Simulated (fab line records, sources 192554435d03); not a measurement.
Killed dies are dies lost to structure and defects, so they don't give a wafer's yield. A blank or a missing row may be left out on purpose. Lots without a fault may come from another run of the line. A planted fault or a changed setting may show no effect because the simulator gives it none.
One fault seen from 3 desks | flow n5_finfet | each desk has only its own numbers; what lay behind them comes last

THE TOOL OWNER'S DESK: rie_diel-01
The tool's own readings at N5_BEOL_M2_VIA_ETCH_34 (etches the open film in C4F6/O2, target depth 69.4 nm, time 65.9 s): means of the sampled wafers that have a number, for each lot that ran on this tool. A lot is out of limits, marked OUT, if its mean lies more than 4 standard deviations from the usual mean; the brackets give that distance.
Columns: A = drypump_motor_current_A at N5_BEOL_M2_VIA_ETCH_34, usual 5.8 A; B = oes_product_au at N5_BEOL_M2_VIA_ETCH_34, usual 0.76 a.u.; C = rf_vpp_V at N5_BEOL_M2_VIA_ETCH_34, usual 666 V; D = run_length_s at N5_BEOL_M2_VIA_ETCH_34, usual 89.2 s; E = showerhead_plenum_p_Torr at N5_BEOL_M2_VIA_ETCH_34, usual 2.85 Torr; F = throttle_valve_pct at N5_BEOL_M2_VIA_ETCH_34, usual 30.9 %
lot  | first seen here | A   | B    | C   | D               | E    | F
L935 | day 8 12:24     | 5.9 | 0.74 | 656 | 89.1            | 2.82 | 31.1
L941 | day 10 18:31    | 6.2 | 0.88 | 661 | 84.9 (-9.0) OUT | 2.96 | 30.9
L946 | day 11 08:55    | 6.0 | 0.78 | 669 | 79.9 (-19) OUT  | 2.87 | 30.7
This desk's finding: out of limits on L941, L946; first on L941, day 10 18:31 (run_length_s at N5_BEOL_M2_VIA_ETCH_34). In limits: L935.

THE DEFECT DESK
What the inspections along the route counted, lot by lot: means of the sampled wafers that have a number. A lot is out of limits, marked OUT, if its mean lies more than 4 standard deviations from the usual mean; the brackets give that distance.
Columns: A = raw_defect_count at N5_BEOL_M2_INSPECT_30, usual 385
lot  | first seen here | A
L932 | day 7 18:04     | 365
L935 | day 8 01:55     | 390
L941 | day 9 21:46     | 321
L946 | day 11 03:20    | 380
L949 | day 12 05:40    | 495
L952 | day 12 17:19    | 407
This desk's finding: nothing out of limits on any of the 6 lots.

THE METROLOGY DESK
What the gauges read, lot by lot, whatever tool the lot ran on: means of the sampled wafers that have a number. A lot is out of limits, marked OUT, if its mean lies more than 4 standard deviations from the usual mean; the brackets give that distance. Of its 12 readings 7 are shown: those that lie furthest out on some lot.
Columns: A = DIBL_N at N5_BEOL_M4_RC_MEAS_101, usual 36.0 mV/V; B = DIBL_P at N5_BEOL_M4_RC_MEAS_101, usual 36.2 mV/V; C = IOFF_N at N5_BEOL_M4_RC_MEAS_101, usual 0.16 nA/um; D = IOFF_P at N5_BEOL_M4_RC_MEAS_101, usual 0.21 nA/um; E = ION_N at N5_BEOL_M4_RC_MEAS_101, usual 671 uA/um; F = SS_P at N5_BEOL_M4_RC_MEAS_101, usual 73.4 mV/dec; G = VT_P at N5_BEOL_M4_RC_MEAS_101, usual -250 mV
lot  | first seen here | A    | B    | C    | D    | E   | F    | G
L932 | day 7 17:58     | 34.8 | 36.6 | 0.15 | 0.20 | 664 | 73.9 | -250
L935 | day 8 01:49     | 37.3 | 38.0 | 0.16 | 0.25 | 681 | 74.1 | -249
L941 | day 9 21:41     | 37.6 | 35.9 | 0.16 | 0.22 | 670 | 73.9 | -251
L946 | day 11 03:14    | 40.0 | 41.1 | 0.21 | 0.29 | 686 | 75.0 | -248
L949 | day 12 05:35    | 32.0 | 31.1 | 0.09 | 0.15 | 643 | 71.8 | -253
L952 | day 12 17:13    | 33.1 | 32.9 | 0.10 | 0.14 | 653 | 72.7 | -259
This desk's finding: nothing out of limits on any of the 6 lots.

PUT TOGETHER
The tool owner's desk could have raised an alarm at day 10 18:31, on L941, L946.
The defect desk saw nothing out of limits.
The metrology desk saw nothing out of limits.
The defect desk has L941, L946 on record, within its limits.
The metrology desk has L941, L946 on record, within its limits.
Of the lots named, all ran N5_BEOL_M2_VIA_ETCH_34 on rie_diel-01.

WHAT THE SIMULATOR HAD PUT IN
Process parameter drift: rie_diel-01, from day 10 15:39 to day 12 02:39, at N5_BEOL_M2_VIA_ETCH_34. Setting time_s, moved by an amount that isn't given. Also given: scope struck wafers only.
Lots struck among those shown: L941, L946.
Hours from the fault's start to each desk's first reading out of limits: the tool owner's desk, 3.
